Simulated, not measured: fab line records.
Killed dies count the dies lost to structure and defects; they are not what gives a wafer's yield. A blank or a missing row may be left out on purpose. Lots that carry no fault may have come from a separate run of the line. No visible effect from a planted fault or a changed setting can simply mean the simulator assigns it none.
fab line records	flow n5_finfet
record: lots: 24	wafers: 72	last_day: 18
route steps=1938 shown BEOL_M5@1127
lots that met no fault: from a run of the same line without faults
start_h: the number of hours between the record's first day and the start of the first shown wafer of the lot	wait_h: hours since the lot's step before	" the same as in the row above	L1.1+2: several wafers, shown together as one row	- no value, or no start given	* or withheld: withheld	< > ~ a bound
route shown NAME@n: a module of which the file shows steps, and the number in the route of the first	usual: mean/standard deviation taken from wafers without a fault	same: alike in all rows	chamber/n: place in a boat	sites: per-site readings	_std_site: standard deviation across them	_edge_site: mean of outer sites minus mean of inner sites	radius_mm: how far each site lies from the wafer's centre	mask NAME#n: copy n	behind: the last tool/chamber to shape the wafer	hold: reason for holding the lot/hours on hold/outcome of the hold	device: whichever transistor did not switch (one of n, p or np)	end of line: the route-end tests of the same wafers	a step with no rows: only its recipe	killed: count of dies lost to structure and defects at first sort (not the wafer's yield)	map: shows each die of a wafer: x if killed, . if not, _ if none is there
set.NAME: the setting the step ran with; set.NAME@STEP: the setting that earlier step ran with	model.NAME: the simulator's own value behind a step, which no gauge read
route steps across a sampled set of lots; one table per step, one row per wafer
services: a tool's chamber out of use, with start hour (start_h, from the record's first day; less than 0 if before it), hours out, and reason
== steps ==
step: N5_BEOL_M5_OVL_MEAS_12
recipe: points_per_wafer: 522
usual: M5_OVL: 0.1/0.65
lot.wafer	tool	chamber	start_h	wait_h	M5_OVL[nm]
L075.1	overlay-01	0	166.95	0.0	0.2
L075.3	"	0	"	"	0.0
L075.5	"	0	"	"	0.3
L074.2	overlay-01	0	171.20	0.0	-0.4
L074.3	"	0	"	"	0.6
L074.6	"	0	"	"	0.6
L076.2	overlay-01	0	174.30	0.0	-0.2
L076.5	"	0	"	"	0.4
L076.6	"	0	"	"	-1.7
L077.2	overlay-02	0	188.59	0.0	-0.2
L077.3	"	0	"	"	0.9
L077.6	"	0	"	"	0.2
L078.2	overlay-01	0	188.93	0.0	1.1
L078.3	"	0	"	"	0.3
L078.6	"	0	"	"	1.2
L079.1	overlay-01	0	195.65	0.0	-0.4
L079.2	"	0	"	"	0.4
L079.5	"	0	"	"	-0.9
L080.1	overlay-02	0	204.89	0.0	-0.2
L080.4	"	0	"	"	0.5
L080.5	"	0	"	"	-0.1
L081.3	overlay-02	0	214.03	0.0	0.0
L081.4	"	0	"	"	-0.6
L081.6	"	0	"	"	-0.5
L082.1	overlay-01	0	214.72	0.0	-0.5
L082.2	"	0	"	"	-0.1
L082.4	"	0	"	"	0.5
L084.3	overlay-01	0	220.20	0.0	0.3
L084.4	"	0	"	"	1.4
L084.6	"	0	"	"	1.2
L083.1	overlay-02	0	223.47	0.0	-0.8
L083.3	"	0	"	"	0.1
L083.5	"	0	"	"	-0.4
L085.3	overlay-01	0	229.75	0.0	0.1
L085.5	"	0	"	"	-0.5
L085.6	"	0	"	"	0.1
L087.3	overlay-02	0	251.84	0.0	-0.3
L087.4	"	0	"	"	-0.2
L087.5	"	0	"	"	-1.2
L086.1	overlay-02	0	254.55	0.0	0.4
L086.3	"	0	"	"	0.3
L086.4	"	0	"	"	1.2
L088.1	overlay-01	0	259.72	0.0	1.4
L088.3	"	0	"	"	1.7
L088.4	"	0	"	"	1.5
L089.2	overlay-02	0	278.89	0.0	0.5
L089.4	"	0	"	"	-0.2
L089.5	"	0	"	"	-0.4
L093.2	overlay-01	0	279.21	0.0	0.0
L093.4	"	0	"	"	-0.6
L093.6	"	0	"	"	0.2
L090.1	overlay-02	0	279.31	0.0	-1.0
L090.3	"	0	"	"	-0.6
L090.5	"	0	"	"	-0.3
L091.3	overlay-02	0	282.08	0.0	0.0
L091.5	"	0	"	"	-0.7
L091.6	"	0	"	"	0.3
L092.1	overlay-02	0	290.38	0.0	0.6
L092.2	"	0	"	"	0.4
L092.3	"	0	"	"	0.2
L095.1	overlay-02	0	305.00	0.0	-1.0
L095.3	"	0	"	"	-1.3
L095.6	"	0	"	"	-0.8
L094.3	overlay-01	0	310.06	0.0	-0.1
L094.5	"	0	"	"	0.7
L094.6	"	0	"	"	0.0
L097.1	overlay-02	0	316.64	0.0	-0.4
L097.3	"	0	"	"	0.3
L097.6	"	0	"	"	-1.0
L096.1	overlay-02	0	324.54	0.0	0.7
L096.4	"	0	"	"	0.8
L096.5	"	0	"	"	0.2
step: N5_BEOL_M5_ETCH_62
recipe: chemistry: N2/H2	target: SOC	target_depth_a: 750	overetch_a: 150	mask_material: SiARC	temp_c: 40	time_s: 112.5	ion_energy_ev: 200	pressure_mtorr: 30	source_w: 840	bias_w: 150	n2_flow_sccm: 200	h2_flow_sccm: 200
usual: drypump_motor_current_A: 5.7/0.56	oes_product_au: 0.62/0.065	rf_fwd_power_W: 836.5/2.8	rf_vpp_V: 524.0/2.2	showerhead_plenum_p_Torr: 2.55/0.076	throttle_valve_pct: 17.80/0.21
lot.wafer	tool	chamber	start_h	wait_h	drypump_motor_current_A	oes_product_au	rf_fwd_power_W	rf_hours_counter_h	rf_vpp_V	showerhead_plenum_p_Torr	throttle_valve_pct
L075.1	rie_diel-06	1	167.12	0.0	5.1	0.58	834.7	211	524.6	2.50	17.70
L075.3	"	0	"	"	6.2	0.61	835.8	166	521.5	2.41	17.91
L075.5	"	3	"	"	5.7	0.63	833.0	-	528.0	2.66	17.65
L074.2	rie_diel-06	2	171.36	0.0	5.0	0.72	835.1	30	522.0	2.49	17.40
L074.3	"	3	"	"	5.8	0.63	840.9	101	527.2	2.66	17.65
L074.6	"	0	"	"	6.2	0.60	837.7	-	521.2	2.41	17.93
L076.2	rie_diel-03	2	174.47	0.0	6.6	0.54	835.9	235	523.2	2.50	17.91
L076.5	"	3	"	"	5.5	0.56	840.2	-	525.1	2.63	18.03
L076.6	"	0	"	"	6.5	0.53	835.4	-	526.4	2.62	17.92
L077.2	rie_diel-03	2	188.91	0.0	6.6	0.54	836.5	240	523.2	2.50	17.91
L077.3	"	1	"	"	5.7	0.71	834.0	24	526.6	2.60	17.63
L077.6	"	3	"	"	5.4	0.55	832.8	-	526.2	2.63	18.04
L078.2	rie_diel-03	2	189.25	0.0	6.6	0.54	837.3	240	522.6	2.50	17.92
L078.3	"	3	"	"	5.4	0.55	838.4	211	525.8	2.63	18.03
L078.6	"	3	"	"	5.5	0.54	840.8	-	526.0	2.63	18.03
L079.1	rie_diel-03	3	195.82	0.0	5.4	0.56	834.7	214	526.6	2.63	18.05
L079.2	"	2	"	"	6.6	0.53	836.7	243	522.2	2.50	17.93
L079.5	"	1	"	"	5.7	0.72	833.5	-	526.2	2.60	17.63
L080.1	rie_diel-06	0	205.06	0.0	6.2	0.60	834.3	176	521.0	2.41	17.93
L080.4	"	2	"	"	5.0	0.70	836.3	38	525.5	2.49	17.41
L080.5	"	3	"	"	5.7	0.62	839.9	-	528.2	2.66	17.65
L081.3	rie_diel-06	3	214.19	0.0	5.7	0.62	840.3	113	526.6	2.66	17.68
L081.4	"	1	"	"	5.1	0.57	841.2	-	523.2	2.50	17.74
L081.6	"	3	"	"	5.7	0.63	838.3	-	527.5	2.66	17.68
L082.1	rie_diel-01	0	214.90	0.0	5.2	0.59	837.4	162	524.3	2.53	18.08
L082.2	"	1	"	"	4.8	0.55	832.3	207	525.9	2.62	17.81
L082.4	"	3	"	"	5.9	0.59	834.3	199	519.8	2.44	18.03
L084.3	rie_diel-03	0	220.36	0.0	6.5	0.77	833.5	5	525.8	2.62	17.55
L084.4	"	0	"	"	6.5	0.76	837.3	-	526.2	2.62	17.57
L084.6	"	3	"	"	5.4	0.55	833.6	-	525.7	2.62	18.06
L083.1	rie_diel-06	0	223.81	0.0	6.2	0.60	837.5	180	520.8	2.41	17.92
L083.3	"	2	"	"	5.0	0.70	836.4	44	522.6	2.49	17.43
L083.5	"	2	"	"	5.0	0.69	839.9	-	522.4	2.49	17.41
L085.3	rie_diel-01	0	229.91	0.0	5.2	0.58	833.4	166	524.1	2.53	18.09
L085.5	"	3	"	"	5.9	0.58	835.8	-	521.4	2.43	18.08
L085.6	"	2	"	"	6.0	0.63	833.7	-	523.3	2.55	17.80
L087.3	rie_diel-01	2	252.00	0.0	6.0	0.61	837.7	111	525.3	2.55	17.81
L087.4	"	2	"	"	6.0	0.62	835.6	-	523.0	2.55	17.82
L087.5	"	3	"	"	5.9	0.58	834.0	-	520.9	2.43	18.09
L086.1	rie_diel-06	0	254.72	0.0	6.2	0.60	840.8	188	520.2	2.41	17.96
L086.3	"	1	"	"	5.1	0.56	836.5	235	523.3	2.49	17.75
L086.4	"	3	"	"	5.8	0.61	838.7	125	527.4	2.65	17.67
L088.1	rie_diel-01	2	260.12	0.0	6.0	0.62	831.4	112	524.4	2.55	17.80
L088.3	"	3	"	"	5.9	0.58	837.7	213	520.9	2.43	18.08
L088.4	"	0	"	"	5.2	0.59	833.6	170	524.2	2.53	18.11
L089.2	rie_diel-06	0	279.06	0.0	6.2	0.58	835.6	195	521.2	2.40	17.97
L089.4	"	1	"	"	5.1	0.56	836.1	243	523.5	2.49	17.77
L089.5	"	3	"	"	5.7	0.61	834.4	-	526.1	2.65	17.71
L093.2	rie_diel-01	0	279.38	0.0	5.2	0.58	831.5	176	523.8	2.53	18.12
L093.4	"	1	"	"	4.8	0.54	841.5	225	526.2	2.62	17.85
L093.6	"	1	"	"	4.8	0.55	839.4	-	526.8	2.62	17.86
L090.1	rie_diel-01	3	279.61	0.0	5.9	0.57	836.4	218	518.4	2.43	18.08
L090.3	"	0	"	"	5.2	0.58	833.8	176	522.1	2.53	18.13
L090.5	"	2	"	"	6.0	0.60	838.2	-	524.8	2.54	17.82
L091.3	rie_diel-01	1	282.33	0.0	4.9	0.54	841.5	226	526.3	2.62	17.84
L091.5	"	3	"	"	5.9	0.57	832.7	-	519.3	2.43	18.09
L091.6	"	0	"	"	5.2	0.58	837.3	-	523.5	2.53	18.13
L092.1	rie_diel-03	2	290.56	0.0	6.6	0.71	835.6	14	522.6	2.49	17.53
L092.2	"	3	"	"	5.5	0.53	839.5	246	525.6	2.61	18.09
L092.3	"	1	"	"	5.7	0.68	832.3	57	524.8	2.59	17.67
L095.1	rie_diel-03	1	305.17	0.0	5.7	0.67	843.4	62	525.2	2.58	17.68
L095.3	"	0	"	"	6.5	0.70	841.0	33	524.3	2.61	17.62
L095.6	"	2	"	"	6.6	0.70	838.7	-	521.8	2.48	17.54
L094.3	rie_diel-03	1	310.22	0.0	5.7	0.68	828.7	64	525.2	2.58	17.69
L094.5	"	2	"	"	6.6	0.70	834.1	-	522.8	2.48	17.55
L094.6	"	1	"	"	5.7	0.67	830.6	-	524.6	2.58	17.70
L097.1	rie_diel-01	1	316.87	0.0	4.9	0.54	837.5	235	527.3	2.61	17.86
L097.3	"	2	"	"	6.0	0.61	836.6	128	524.2	2.54	17.84
L097.6	"	0	"	"	5.2	0.58	837.5	-	523.2	2.52	18.14
L096.1	rie_diel-03	0	324.72	0.0	6.5	0.70	836.8	41	524.7	2.60	17.63
L096.4	"	2	"	"	6.6	0.69	836.0	-	521.6	2.48	17.55
L096.5	"	0	"	"	6.5	0.70	835.3	-	524.8	2.60	17.64
step: N5_BEOL_M5_CD_MEAS_18
recipe: pitch_nm: 56	target_cd_nm: 28
usual: cd_nm: 27.8/0.36
lot.wafer	tool	chamber	start_h	wait_h	cd_nm
L075.1	cd_sem-02	-	167.67	0.0	27.9
L075.3	"	-	"	"	28.0
L075.5	"	-	"	"	27.9
L074.2	cd_sem-01	-	171.71	0.1	27.4
L074.3	"	-	"	"	27.6
L074.6	"	-	"	"	27.7
L076.2	cd_sem-01	-	174.82	0.1	27.9
L076.5	"	-	"	"	28.5
L076.6	"	-	"	"	27.7
L077.2	cd_sem-02	-	189.28	0.1	27.3
L077.3	"	-	"	"	27.7
L077.6	"	-	"	"	28.0
L078.2	cd_sem-01	-	189.60	0.1	27.3
L078.3	"	-	"	"	28.5
L078.6	"	-	"	"	27.8
L079.1	cd_sem-02	-	196.17	0.0	28.1
L079.2	"	-	"	"	27.7
L079.5	"	-	"	"	27.5
L080.1	cd_sem-01	-	205.41	0.0	28.0
L080.4	"	-	"	"	27.9
L080.5	"	-	"	"	28.3
L081.3	cd_sem-01	-	214.79	0.1	27.7
L081.4	"	-	"	"	27.9
L081.6	"	-	"	"	28.1
L082.1	cd_sem-01	-	215.40	0.0	27.6
L082.2	"	-	"	"	28.0
L082.4	"	-	"	"	28.1
L084.3	cd_sem-03	-	220.80	0.1	27.7
L084.4	"	-	"	"	27.9
L084.6	"	-	"	"	28.3
L083.1	cd_sem-01	-	224.25	0.0	27.3
L083.3	"	-	"	"	28.6
L083.5	"	-	"	"	28.7
L085.3	cd_sem-02	-	230.26	0.1	28.0
L085.5	"	-	"	"	27.2
L085.6	"	-	"	"	28.7
L087.3	cd_sem-03	-	252.36	0.1	27.7
L087.4	"	-	"	"	27.4
L087.5	"	-	"	"	27.1
L086.1	cd_sem-01	-	255.10	0.0	27.6
L086.3	"	-	"	"	27.8
L086.4	"	-	"	"	28.0
L088.1	cd_sem-02	-	260.46	0.0	28.3
L088.3	"	-	"	"	27.1
L088.4	"	-	"	"	27.1
L089.2	cd_sem-02	-	279.51	0.1	28.3
L089.4	"	-	"	"	28.4
L089.5	"	-	"	"	28.3
L093.2	cd_sem-01	-	279.86	0.1	27.3
L093.4	"	-	"	"	27.8
L093.6	"	-	"	"	27.7
L090.1	cd_sem-03	-	279.96	0.0	27.3
L090.3	"	-	"	"	27.2
L090.5	"	-	"	"	28.3
L091.3	cd_sem-03	-	282.68	0.1	27.6
L091.5	"	-	"	"	27.6
L091.6	"	-	"	"	27.7
L092.1	cd_sem-03	-	291.05	0.0	28.2
L092.2	"	-	"	"	27.8
L092.3	"	-	"	"	27.7
L095.1	cd_sem-03	-	305.56	0.0	27.5
L095.3	"	-	"	"	27.7
L095.6	"	-	"	"	27.7
L094.3	cd_sem-02	-	310.66	0.1	28.1
L094.5	"	-	"	"	28.1
L094.6	"	-	"	"	28.5
L097.1	cd_sem-03	-	317.45	0.0	27.2
L097.3	"	-	"	"	27.8
L097.6	"	-	"	"	27.4
L096.1	cd_sem-02	-	325.07	0.0	28.0
L096.4	"	-	"	"	27.8
L096.5	"	-	"	"	27.7
step: N5_BEOL_M5_OVL_MEAS_29
recipe: points_per_wafer: 522
usual: V4_OVL: 0.0/0.6
lot.wafer	tool	chamber	start_h	wait_h	V4_OVL[nm]
L075.1	overlay-02	0	168.59	0.0	0.9
L075.3	"	0	"	"	-0.1
L075.5	"	0	"	"	0.7
L074.2	overlay-02	0	173.08	0.0	0.2
L074.3	"	0	"	"	-0.4
L074.6	"	0	"	"	0.3
L076.2	overlay-01	0	175.22	0.0	-1.3
L076.5	"	0	"	"	0.4
L076.6	"	0	"	"	-0.1
L077.2	overlay-01	0	189.63	0.0	1.0
L077.3	"	0	"	"	0.8
L077.6	"	0	"	"	1.0
L078.2	overlay-02	0	190.83	0.0	0.9
L078.3	"	0	"	"	0.2
L078.6	"	0	"	"	-1.2
L079.1	overlay-01	0	200.48	0.1	-0.7
L079.2	"	0	"	"	0.2
L079.5	"	0	"	"	-0.9
L080.1	overlay-02	0	207.30	0.0	-0.5
L080.4	"	0	"	"	0.2
L080.5	"	0	"	"	-0.7
L081.3	overlay-01	0	216.34	0.0	0.5
L081.4	"	0	"	"	0.3
L081.6	"	0	"	"	-0.1
L082.1	overlay-01	0	216.50	0.0	0.4
L082.2	"	0	"	"	0.4
L082.4	"	0	"	"	0.8
L084.3	overlay-02	0	222.00	0.0	-0.1
L084.4	"	0	"	"	-0.1
L084.6	"	0	"	"	0.0
L083.1	overlay-01	0	226.80	0.0	0.2
L083.3	"	0	"	"	0.3
L083.5	"	0	"	"	-0.4
L085.3	overlay-01	0	233.08	0.0	1.7
L085.5	"	0	"	"	0.3
L085.6	"	0	"	"	-0.1
L087.3	overlay-02	0	252.92	0.0	0.1
L087.4	"	0	"	"	-0.2
L087.5	"	0	"	"	0.2
L086.1	overlay-02	0	260.37	0.0	1.0
L086.3	"	0	"	"	0.0
L086.4	"	0	"	"	0.4
L088.1	overlay-02	0	260.82	0.0	-0.6
L088.3	"	0	"	"	-0.2
L088.4	"	0	"	"	-0.6
L089.2	overlay-02	0	280.05	0.0	-0.6
L089.4	"	0	"	"	-0.1
L089.5	"	0	"	"	-1.2
L090.1	overlay-01	0	280.66	0.0	-0.6
L090.3	"	0	"	"	-0.1
L090.5	"	0	"	"	-0.1
L093.2	overlay-02	0	280.90	0.0	0.0
L093.4	"	0	"	"	0.2
L093.6	"	0	"	"	0.3
L091.3	overlay-01	0	290.57	0.0	0.2
L091.5	"	0	"	"	0.0
L091.6	"	0	"	"	-1.2
L092.1	overlay-02	0	294.28	0.0	0.4
L092.2	"	0	"	"	0.1
L092.3	"	0	"	"	0.2
L095.1	overlay-02	0	305.98	0.0	-0.7
L095.3	"	0	"	"	-0.7
L095.6	"	0	"	"	-0.9
L094.3	overlay-01	0	312.61	0.0	0.1
L094.5	"	0	"	"	-0.4
L094.6	"	0	"	"	-0.3
L097.1	overlay-02	0	319.34	0.0	0.0
L097.3	"	0	"	"	0.5
L097.6	"	0	"	"	-0.4
L096.1	overlay-02	0	325.42	0.0	0.2
L096.4	"	0	"	"	1.2
L096.5	"	0	"	"	-0.1
step: N5_BEOL_M5_DEGAS_44
recipe: ambient: vacuum	temp_c: 250	time_s: 60
usual: heater_power_w: 333/32
lot.wafer	tool	chamber	start_h	wait_h	heater_power_w
L075.1	pvd_sputter-02	-	169.89	0.5	327
L075.3	"	-	"	"	323
L075.5	"	-	"	"	381
L074.2	pvd_sputter-03	-	174.30	0.3	306
L074.3	"	-	"	"	363
L074.6	"	-	"	"	291
L076.2	pvd_sputter-01	-	176.37	0.3	288
L076.5	"	-	"	"	344
L076.6	"	-	"	"	338
L077.2	pvd_sputter-02	-	191.33	0.9	329
L077.3	"	-	"	"	312
L077.6	"	-	"	"	393
L078.2	pvd_sputter-02	-	192.17	0.3	327
L078.3	"	-	"	"	323
L078.6	"	-	"	"	323
L079.1	pvd_sputter-01	-	201.55	0.3	345
L079.2	"	-	"	"	348
L079.5	"	-	"	"	359
L080.1	pvd_sputter-03	-	208.66	0.6	297
L080.4	"	-	"	"	371
L080.5	"	-	"	"	364
L081.3	pvd_sputter-03	-	217.71	0.5	360
L081.4	"	-	"	"	309
L081.6	"	-	"	"	309
L082.1	pvd_sputter-03	-	217.79	0.5	367
L082.2	"	-	"	"	309
L082.4	"	-	"	"	349
L084.3	pvd_sputter-03	-	223.47	0.6	372
L084.4	"	-	"	"	350
L084.6	"	-	"	"	309
L083.1	pvd_sputter-01	-	227.99	0.4	345
L083.3	"	-	"	"	356
L083.5	"	-	"	"	342
L085.3	pvd_sputter-03	-	235.05	0.5	358
L085.5	"	-	"	"	363
L085.6	"	-	"	"	366
L087.3	pvd_sputter-02	-	254.22	0.5	323
L087.4	"	-	"	"	398
L087.5	"	-	"	"	316
L086.1	pvd_sputter-01	-	261.93	0.8	279
L086.3	"	-	"	"	350
L086.4	"	-	"	"	341
L088.1	pvd_sputter-02	-	262.02	0.4	318
L088.3	"	-	"	"	319
L088.4	"	-	"	"	330
L089.2	pvd_sputter-03	-	281.41	0.6	299
L089.4	"	-	"	"	358
L089.5	"	-	"	"	294
L090.1	pvd_sputter-02	-	281.71	0.3	324
L090.3	"	-	"	"	318
L090.5	"	-	"	"	318
L093.2	pvd_sputter-03	-	282.13	0.2	349
L093.4	"	-	"	"	301
L093.6	"	-	"	"	306
L091.3	pvd_sputter-03	-	291.95	0.3	354
L091.5	"	-	"	"	293
L091.6	"	-	"	"	317
L092.1	pvd_sputter-03	-	295.57	0.5	318
L092.2	"	-	"	"	344
L092.3	"	-	"	"	367
L095.1	pvd_sputter-03	-	308.65	1.9	311
L095.3	"	-	"	"	298
L095.6	"	-	"	"	301
L094.3	pvd_sputter-03	-	314.37	0.3	352
L094.5	"	-	"	"	297
L094.6	"	-	"	"	378
L097.1	pvd_sputter-03	-	320.80	0.3	367
L097.3	"	-	"	"	306
L097.6	"	-	"	"	292
L096.1	pvd_sputter-02	-	326.50	0.3	330
L096.4	"	-	"	"	326
L096.5	"	-	"	"	392
step: N5_BEOL_M5_ANNEAL_49
recipe: temp_c: 400	time_s: 1800	ambient: vacuum
usual: heater_power_w: 816/85	susceptor_temp_C_max: 401.0/0.33
lot.wafer	tool	chamber	start_h	wait_h	heater_power_w	susceptor_temp_C_max
L075.1	pvd_sputter-02	-	170.95	0.0	973	400.4
L075.3	"	-	"	"	789	400.8
L075.5	"	-	"	"	990	401.0
L074.2	pvd_sputter-03	-	175.22	0.0	784	401.2
L074.3	"	-	"	"	934	401.1
L074.6	"	-	"	"	771	402.0
L076.2	pvd_sputter-01	-	177.13	0.0	688	400.7
L076.5	"	-	"	"	694	400.4
L076.6	"	-	"	"	702	400.4
L077.2	pvd_sputter-01	-	192.08	0.0	875	400.8
L077.3	"	-	"	"	684	401.3
L077.6	"	-	"	"	703	400.5
L078.2	pvd_sputter-03	-	193.78	0.0	755	401.6
L078.3	"	-	"	"	785	400.8
L078.6	"	-	"	"	880	401.8
L079.1	pvd_sputter-02	-	202.82	0.0	829	401.4
L079.2	"	-	"	"	784	400.9
L079.5	"	-	"	"	978	400.8
L080.1	pvd_sputter-03	-	209.53	0.0	921	401.1
L080.4	"	-	"	"	740	401.1
L080.5	"	-	"	"	753	401.1
L081.3	pvd_sputter-01	-	218.38	0.0	872	400.7
L081.4	"	-	"	"	708	401.0
L081.6	"	-	"	"	688	401.6
L082.1	pvd_sputter-02	-	218.71	0.0	801	400.7
L082.2	"	-	"	"	840	401.7
L082.4	"	-	"	"	804	400.3
L084.3	pvd_sputter-03	-	224.21	0.0	920	401.1
L084.4	"	-	"	"	743	400.9
L084.6	"	-	"	"	759	401.0
L083.1	pvd_sputter-01	-	228.69	0.0	698	401.2
L083.3	"	-	"	"	683	400.8
L083.5	"	-	"	"	690	400.4
L085.3	pvd_sputter-03	-	236.05	0.0	726	401.0
L085.5	"	-	"	"	755	401.1
L085.6	"	-	"	"	730	401.0
L087.3	pvd_sputter-02	-	254.85	0.0	797	400.9
L087.4	"	-	"	"	813	400.7
L087.5	"	-	"	"	804	400.9
L086.1	pvd_sputter-03	-	262.61	0.0	738	401.0
L086.3	"	-	"	"	776	401.1
L086.4	"	-	"	"	924	400.5
L088.1	pvd_sputter-02	-	262.78	0.0	984	400.5
L088.3	"	-	"	"	815	400.9
L088.4	"	-	"	"	808	400.5
L089.2	pvd_sputter-01	-	282.11	0.0	865	401.1
L089.4	"	-	"	"	871	401.1
L089.5	"	-	"	"	681	401.2
L090.1	pvd_sputter-03	-	282.34	0.0	922	400.9
L090.3	"	-	"	"	876	401.9
L090.5	"	-	"	"	782	401.4
L093.2	pvd_sputter-01	-	288.49	0.0	700	400.6
L093.4	"	-	"	"	856	400.5
L093.6	"	-	"	"	713	400.8
L091.3	pvd_sputter-01	-	292.92	0.0	688	400.9
L091.5	"	-	"	"	695	400.8
L091.6	"	-	"	"	861	400.9
L092.1	pvd_sputter-03	-	296.38	0.0	775	400.8
L092.2	"	-	"	"	850	401.6
L092.3	"	-	"	"	762	401.4
L095.1	pvd_sputter-03	-	309.39	0.0	764	401.2
L095.3	"	-	"	"	917	401.0
L095.6	"	-	"	"	928	401.0
L094.3	pvd_sputter-03	-	315.35	0.0	870	401.4
L094.5	"	-	"	"	787	401.4
L094.6	"	-	"	"	904	401.4
L097.1	pvd_sputter-02	-	321.63	0.0	953	400.7
L097.3	"	-	"	"	802	400.8
L097.6	"	-	"	"	794	400.9
L096.1	pvd_sputter-02	-	328.82	0.0	980	400.8
L096.4	"	-	"	"	809	401.2
L096.5	"	-	"	"	786	400.9
== services ==
tool	chamber	start_h	hours	kind
pvd_sputter-02	-	151.48	2.4	repair
rie_diel-06	0	160.21	2.8	repair
rie_diel-03	0	178.59	-	clean
rie_diel-03	0	178.59	-	consumable_replace:focus_ring
rie_diel-03	0	178.59	26.3	scheduled_down
rie_diel-03	0	178.59	26.3	vent_cycle
rie_diel-06	0	213.00	3.4	repair
rie_diel-03	2	217.30	-	clean
rie_diel-03	2	217.30	-	consumable_replace:focus_ring
rie_diel-03	2	217.30	20.1	scheduled_down
rie_diel-03	2	217.30	20.1	vent_cycle
rie_diel-01	1	226.18	3.6	repair
rie_diel-01	0	241.59	12.8	repair
rie_diel-03	2	266.47	4.2	repair
rie_diel-06	1	290.13	8.6	repair
rie_diel-01	-	294.76	1.2	repair
rie_diel-03	3	303.82	-	clean
rie_diel-03	3	303.82	-	consumable_replace:focus_ring
rie_diel-03	3	303.82	16.7	scheduled_down
rie_diel-03	3	303.82	16.7	vent_cycle
rie_diel-06	1	312.47	-	clean
rie_diel-06	1	312.47	-	consumable_replace:focus_ring
rie_diel-06	1	312.47	21.9	scheduled_down
rie_diel-06	1	312.47	21.9	vent_cycle
== key ==
fault none
